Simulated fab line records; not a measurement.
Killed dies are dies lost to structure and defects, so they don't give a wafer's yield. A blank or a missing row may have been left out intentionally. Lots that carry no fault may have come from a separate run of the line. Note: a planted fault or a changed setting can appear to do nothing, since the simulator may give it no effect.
The tool behind it: which one? ; flow n5Finfet ; 23 lots with 69 wafers sampled at 6 steps, on a route of 1938 steps

WHAT EACH GAUGE READ, for each wafer
Not one reading of a measure or inspect step in the record can be checked against a usual standard deviation.

WHAT TOOL EACH LOT RAN ON (gives the tool, then ch and the chambers of the sampled wafers, and finally the start)
lot;N5_BEOL_M2_SPUTTER_48;N5_BEOL_M2_SPUTTER_88;N5_BEOL_M2_ANNEAL_93;N5_BEOL_M3_ETCH_74;N5_BEOL_M3_TRENCH_ETCH_37;N5_BEOL_M3_PRE_CLEAN_45
L074;pvdSputter-02, day 7 01:55;pvdSputter-02, day 7 02:47;pvdSputter-02, day 7 03:19;rieDiel-06 ch 0,2,3, day 7 05:52;rieDiel-02 ch 1,2,3, day 7 10:31 or earlier;pvdSputter-03, day 7 10:31
L075;pvdSputter-02, day 7 07:23;pvdSputter-02, day 7 08:16;pvdSputter-02, day 7 08:47;rieDiel-02 ch 1,2,3, day 7 11:53;rieDiel-02 ch 0,1,2, day 7 14:04 or earlier;pvdSputter-01, day 7 14:04
L076;pvdSputter-02, day 7 09:19;pvdSputter-02, day 7 10:11;pvdSputter-02, day 7 10:43;rieDiel-02 ch 0,2,3, day 7 13:32;rieDiel-01 ch 0,2,3, day 7 17:15 or earlier;pvdSputter-01, day 7 17:15
L077;pvdSputter-01, day 7 12:09;pvdSputter-01, day 7 13:02;pvdSputter-01, day 7 13:33;rieDiel-01 ch 0,1,3, day 7 17:05;rieDiel-01 ch 0,1,2, day 7 20:32 or earlier;pvdSputter-03, day 7 20:32
L078;pvdSputter-01, day 7 14:17;pvdSputter-01, day 7 15:10;pvdSputter-01, day 7 15:41;rieDiel-01 ch 0,1,2, day 7 18:34;rieDiel-06 ch 1,3, day 7 20:45 or earlier;pvdSputter-01, day 7 20:45
L079;pvdSputter-01, day 7 18:01;pvdSputter-01, day 7 18:53;pvdSputter-01, day 7 19:25;rieDiel-02 ch 1,2, day 7 21:47;rieDiel-01 ch 1,3, day 8 00:23 or earlier;pvdSputter-02, day 8 00:23
L080;pvdSputter-02, day 8 03:58;pvdSputter-02, day 8 04:50;pvdSputter-02, day 8 05:22;rieDiel-02 ch 0,3, day 8 08:23;rieDiel-02 ch 0,1,3, day 8 15:08 or earlier;pvdSputter-02, day 8 15:08
L081;pvdSputter-03, day 8 21:04;pvdSputter-03, day 8 21:57;pvdSputter-03, day 8 22:28;rieDiel-01 ch 1,2, day 9 00:52;rieDiel-02 ch 1,2, day 9 03:08 or earlier;pvdSputter-03, day 9 03:08
L082;pvdSputter-01, day 8 21:26;pvdSputter-01, day 8 22:19;pvdSputter-01, day 8 22:50;rieDiel-02 ch 2,3, day 9 01:16;rieDiel-06 ch 0,1,2, day 9 03:49 or earlier;pvdSputter-02, day 9 03:49
L083;pvdSputter-01, day 9 00:11;pvdSputter-01, day 9 01:04;pvdSputter-01, day 9 01:35;rieDiel-06 ch 1,2,3, day 9 04:07;rieDiel-06 ch 0,2,3, day 9 06:28 or earlier;pvdSputter-01, day 9 06:28
L084;pvdSputter-03, day 9 00:46;pvdSputter-03, day 9 01:39;pvdSputter-03, day 9 02:10;rieDiel-02 ch 0,2, day 9 04:55;rieDiel-01 ch 0,3, day 9 14:47 or earlier;pvdSputter-03, day 9 14:47
L085;pvdSputter-03, day 9 17:29;pvdSputter-03, day 9 18:22;pvdSputter-03, day 9 18:53;rieDiel-01 ch 0,1,3, day 9 22:13;rieDiel-02 ch 2,3, day 10 01:20 or earlier;pvdSputter-01, day 10 01:20
L086;pvdSputter-01, day 9 22:11;pvdSputter-01, day 9 23:04;pvdSputter-01, day 9 23:35;rieDiel-06 ch 0,2,3, day 10 02:22;rieDiel-02 ch 0,1,2, day 10 07:46 or earlier;pvdSputter-02, day 10 07:46
L087;pvdSputter-02, day 10 02:32;pvdSputter-02, day 10 03:25;pvdSputter-02, day 10 03:56;rieDiel-06 ch 2,3, day 10 07:55;rieDiel-02 ch 0,1, day 10 12:54 or earlier;pvdSputter-03, day 10 12:54
L089;pvdSputter-02, day 10 05:44;pvdSputter-02, day 10 06:37;pvdSputter-02, day 10 07:08;rieDiel-02 ch 0,1,2, day 10 13:22;rieDiel-06 ch 1,2,3, day 10 16:06 or earlier;pvdSputter-03, day 10 16:06
L088;pvdSputter-02, day 10 16:37;pvdSputter-02, day 10 17:29;pvdSputter-02, day 10 18:01;rieDiel-01 ch 0,1,3, day 10 20:13;rieDiel-01 ch 0,3, day 11 07:06 or earlier;pvdSputter-01, day 11 07:06
L090;pvdSputter-03, day 10 16:50;pvdSputter-03, day 10 17:43;pvdSputter-03, day 10 18:14;rieDiel-06 ch 1,2,3, day 10 22:29;rieDiel-02 ch 2,3, day 11 07:31 or earlier;pvdSputter-02, day 11 07:31
L091;pvdSputter-01, day 10 23:13;pvdSputter-01, day 11 00:05;pvdSputter-01, day 11 00:37;rieDiel-01 ch 1,3, day 11 06:57;rieDiel-06 ch 3, day 12 02:35 or earlier;pvdSputter-01, day 12 02:35
L092;pvdSputter-02, day 11 07:42;pvdSputter-02, day 11 08:35;pvdSputter-02, day 11 09:06;rieDiel-02 ch 0,2,3, day 11 13:01;rieDiel-01 ch 0,1,2, day 12 02:57 or earlier;pvdSputter-02, day 12 02:57
L093;pvdSputter-02, day 11 21:58;pvdSputter-02, day 11 22:51;pvdSputter-02, day 11 23:22;rieDiel-06 ch 2,3, day 12 02:27;rieDiel-01 ch 1,2,3, day 12 11:55 or earlier;pvdSputter-02, day 12 11:55
L097;pvdSputter-03, day 12 17:09;pvdSputter-03, day 12 18:02;pvdSputter-03, day 12 18:33;rieDiel-06 ch 0,2,3, day 12 22:31;rieDiel-01 ch 0,1,3, day 13 05:02 or earlier;pvdSputter-03, day 13 05:02
L095;pvdSputter-01, day 12 19:37;pvdSputter-01, day 12 20:29;pvdSputter-01, day 12 21:01;rieDiel-06 ch 0,2,3, day 12 23:28;rieDiel-06 ch 2,3, day 13 08:01 or earlier;pvdSputter-01, day 13 08:01
L096;pvdSputter-01, day 12 21:27;pvdSputter-01, day 12 22:20;pvdSputter-01, day 12 22:51;rieDiel-02 ch 1,2,3, day 13 04:58;rieDiel-02 ch 2,3, day 13 08:33 or earlier;pvdSputter-03, day 13 08:33
- N5_BEOL_M2_SPUTTER_48: material Cu, target thk 4.5 nm, time 8.29 s.
- N5_BEOL_M2_SPUTTER_88: material Cu, target thk 4.5 nm, time 8.29 s.
- N5_BEOL_M2_ANNEAL_93: time 240 s.
- N5_BEOL_M3_ETCH_74: etches underlayer in N2/H2, target depth 6.5 nm, time 5.2 s.
- N5_BEOL_M3_TRENCH_ETCH_37: etches SiOC in C4F6/O2, target depth 55.555 nm, time 29.2 s.
- N5_BEOL_M3_PRE_CLEAN_45: time 30 s.

WHAT THE TOOLS THEMSELVES READ (means of the sampled wafers that have a number; where no wafer has one, the mark that the record gives instead)
N5_BEOL_M2_SPUTTER_48.
lot;tool;chuckGasFlowSccm (sccm);chuckSensorTempC (C);throttleValvePct (%)
L074;pvdSputter-02;1.27;-15.9;30.1
L075;pvdSputter-02;1.26;-16.3;29.4
L076;pvdSputter-02;1.34;-16.2;29.1
L077;pvdSputter-01;1.22;-16.6;30.4
L078;pvdSputter-01;1.27;-16.5;30.5
L079;pvdSputter-01;1.25;-16.7;30.1
L080;pvdSputter-02;1.28;-16.7;28.9
L081;pvdSputter-03;1.22;-15.4;29.9
L082;pvdSputter-01;1.26;-16.2;30.3
L083;pvdSputter-01;1.27;-16.5;30.5
L084;pvdSputter-03;1.26;-15.5;30.5
L085;pvdSputter-03;1.27;-15.3;30.0
L086;pvdSputter-01;1.29;-16.6;30.4
L087;pvdSputter-02;1.31;-15.8;28.6
L089;pvdSputter-02;1.26;-16.4;28.5
L088;pvdSputter-02;1.28;-16.2;29.0
L090;pvdSputter-03;1.27;-15.8;31.3
L091;pvdSputter-01;1.25;-16.6;30.4
L092;pvdSputter-02;1.26;-15.7;30.0
L093;pvdSputter-02;1.25;-15.9;29.1
L097;pvdSputter-03;1.26;-16.0;30.9
L095;pvdSputter-01;1.22;-16.1;29.8
L096;pvdSputter-01;1.24;-16.8;30.6

N5_BEOL_M2_SPUTTER_88.
lot;tool;chuckGasFlowSccm (sccm);chuckSensorTempC (C);throttleValvePct (%)
L074;pvdSputter-02;1.26;-16.0;29.9
L075;pvdSputter-02;1.28;-16.2;29.6
L076;pvdSputter-02;1.30;-16.2;29.1
L077;pvdSputter-01;1.23;-16.6;30.4
L078;pvdSputter-01;1.25;-16.5;30.6
L079;pvdSputter-01;1.25;-16.6;30.2
L080;pvdSputter-02;1.28;-16.7;29.0
L081;pvdSputter-03;1.26;-15.3;29.8
L082;pvdSputter-01;1.23;-16.2;30.3
L083;pvdSputter-01;1.23;-16.5;30.3
L084;pvdSputter-03;1.23;-15.5;30.6
L085;pvdSputter-03;1.26;-15.3;29.9
L086;pvdSputter-01;1.31;-16.6;30.5
L087;pvdSputter-02;1.29;-15.8;28.8
L089;pvdSputter-02;1.26;-16.4;28.7
L088;pvdSputter-02;1.30;-16.1;29.2
L090;pvdSputter-03;1.23;-15.9;31.2
L091;pvdSputter-01;1.25;-16.6;30.3
L092;pvdSputter-02;1.30;-15.7;29.9
L093;pvdSputter-02;1.26;-15.8;29.2
L097;pvdSputter-03;1.23;-16.0;30.8
L095;pvdSputter-01;1.21;-16.0;29.7
L096;pvdSputter-01;1.26;-16.6;30.4

N5_BEOL_M2_ANNEAL_93.
lot;tool;heaterPowerW (W)
L074;pvdSputter-02;795
L075;pvdSputter-02;801
L076;pvdSputter-02;812
L077;pvdSputter-01;841
L078;pvdSputter-01;818
L079;pvdSputter-01;840
L080;pvdSputter-02;840
L081;pvdSputter-03;934
L082;pvdSputter-01;832
L083;pvdSputter-01;837
L084;pvdSputter-03;872
L085;pvdSputter-03;921
L086;pvdSputter-01;848
L087;pvdSputter-02;769
L089;pvdSputter-02;804
L088;pvdSputter-02;794
L090;pvdSputter-03;827
L091;pvdSputter-01;798
L092;pvdSputter-02;765
L093;pvdSputter-02;777
L097;pvdSputter-03;864
L095;pvdSputter-01;784
L096;pvdSputter-01;809

N5_BEOL_M3_ETCH_74.
lot;tool;chamberPressureMTorr (mTorr);drypumpMotorCurrentA (A);etchRfOnTimeS (s);h2FlowSccm (sccm);oesProductAu (a.u.);rfVppV (V);showerheadPlenumPTorr (Torr);throttleValvePct (%)
L074;rieDiel-06;30.04;5.70;5.16;200.7;0.66;524.0;2.62;17.76
L075;rieDiel-02;29.99;5.61;5.21;199.6;0.70;522.0;2.50;17.65
L076;rieDiel-02;29.97;5.44;5.23;200.0;0.66;524.0;2.55;17.75
L077;rieDiel-01;29.99;5.35;5.32;200.0;0.66;524.0;2.54;17.83
L078;rieDiel-01;30.01;5.56;5.20;200.0;0.62;523.1;2.55;17.98
L079;rieDiel-02;29.99;5.73;5.13;200.0;0.72;523.3;2.51;17.63
L080;rieDiel-02;29.98;5.26;5.27;200.5;0.63;522.5;2.49;17.92
L081;rieDiel-01;30.00;5.66;5.25;199.4;0.67;526.1;2.60;17.94
L082;rieDiel-02;30.02;5.67;5.28;199.9;0.68;522.1;2.53;17.50
L083;rieDiel-06;29.97;5.53;5.11;200.0;0.65;526.4;2.61;17.75
L084;rieDiel-02;29.97;5.35;5.28;200.4;0.63;525.0;2.60;17.84
L085;rieDiel-01;30.02;5.35;5.37;200.4;0.72;525.5;2.53;17.71
L086;rieDiel-06;30.00;5.71;5.08;199.6;0.65;526.7;2.61;17.81
L087;rieDiel-06;30.01;5.75;5.08;199.3;0.69;527.3;2.67;17.55
L089;rieDiel-02;30.01;5.56;5.15;200.9;0.67;524.6;2.55;17.75
L088;rieDiel-01;30.03;5.35;5.28;200.2;0.72;524.1;2.53;17.73
L090;rieDiel-06;29.96;5.56;5.09;200.0;0.64;525.0;2.60;17.78
L091;rieDiel-01;30.00;5.37;5.25;200.3;0.76;525.0;2.59;17.55
L092;rieDiel-02;29.97;5.42;5.13;199.8;0.72;525.0;2.53;17.64
L093;rieDiel-06;29.99;5.58;5.17;199.9;0.64;525.8;2.65;17.74
L097;rieDiel-06;30.02;5.71;5.11;200.6;0.72;524.7;2.60;17.67
L095;rieDiel-06;29.99;5.70;5.16;199.9;0.72;525.8;2.60;17.67
L096;rieDiel-02;29.97;5.63;5.20;199.5;0.66;521.7;2.48;17.71

N5_BEOL_M3_TRENCH_ETCH_37.
lot;tool;chamberPressureMTorr (mTorr);drypumpMotorCurrentA (A);oesProductAu (a.u.);rfVppV (V);showerheadPlenumPTorr (Torr);throttleValvePct (%)
L074;rieDiel-02;29.98;5.60;0.83;674;2.78;20.62
L075;rieDiel-02;30.01;5.54;0.81;681;2.85;20.64
L076;rieDiel-01;30.01;5.45;0.76;661;2.86;21.14
L077;rieDiel-01;30.04;5.56;0.72;662;2.87;21.01
L078;rieDiel-06;30.01;5.72;0.81;673;2.95;20.71
L079;rieDiel-01;30.01;5.36;0.74;665;2.91;20.88
L080;rieDiel-02;30.02;5.36;0.76;670;2.79;20.83
L081;rieDiel-02;29.99;5.71;0.84;678;2.79;20.62
L082;rieDiel-06;30.04;5.49;0.70;655;2.85;20.89
L083;rieDiel-06;30.03;5.68;0.76;655;2.93;20.79
L084;rieDiel-01;29.97;5.35;0.78;646;2.78;20.99
L085;rieDiel-02;29.97;5.67;0.80;678;2.81;20.49
L086;rieDiel-02;30.00;5.53;0.78;679;2.84;20.68
L087;rieDiel-02;30.02;5.30;0.73;678;2.85;20.88
L089;rieDiel-06;29.99;5.53;0.75;663;2.91;20.72
L088;rieDiel-01;29.98;5.34;0.77;647;2.78;20.99
L090;rieDiel-02;30.00;5.68;0.79;678;2.80;20.51
L091;rieDiel-06;30.02;5.87;0.83;672;3.02;20.66
L092;rieDiel-01;30.01;5.56;0.88;661;2.85;20.81
L093;rieDiel-01;30.02;5.46;0.90;668;2.91;20.89
L097;rieDiel-01;30.04;5.35;0.82;655;2.83;20.85
L095;rieDiel-06;30.01;5.58;0.75;650;2.95;20.64
L096;rieDiel-02;30.01;5.50;0.75;667;2.75;20.70

N5_BEOL_M3_PRE_CLEAN_45.
lot;tool;heaterPowerW (W)
L074;pvdSputter-03;370
L075;pvdSputter-01;331
L076;pvdSputter-01;332
L077;pvdSputter-03;353
L078;pvdSputter-01;332
L079;pvdSputter-02;321
L080;pvdSputter-02;322
L081;pvdSputter-03;357
L082;pvdSputter-02;306
L083;pvdSputter-01;330
L084;pvdSputter-03;346
L085;pvdSputter-01;321
L086;pvdSputter-02;306
L087;pvdSputter-03;356
L089;pvdSputter-03;352
L088;pvdSputter-01;322
L090;pvdSputter-02;302
L091;pvdSputter-01;340
L092;pvdSputter-02;336
L093;pvdSputter-02;307
L097;pvdSputter-03;350
L095;pvdSputter-01;329
L096;pvdSputter-03;343

THE ANSWER, worked out from the rows above alone
Rule: usual is defined by the lots themselves. The widest of any qualifying gaps counts: lots, ordered by their means at a reading, are off when they make up no more than a third of the lots, leave a main group of 4 or more, and stand apart from it by 3 or more times the standard deviation of that group's means. The tables above print the reading to a certain number of digits; a main group whose means all agree to those digits is not used. A lot without any number at a reading at which 4 lots or more have one is off too. The other lots that the step has rows for count as sound. Order of review: gauges by route order, followed by the tools' own readings, for which a lot's mean as printed above is used. The first step at which some lot is off is used, and at that step the reading that is off furthest; a lot without a number counts as furthest.
Nothing can be told from this: no lot is off at any reading shown.

WHAT WAS PUT IN BY THE SIMULATOR
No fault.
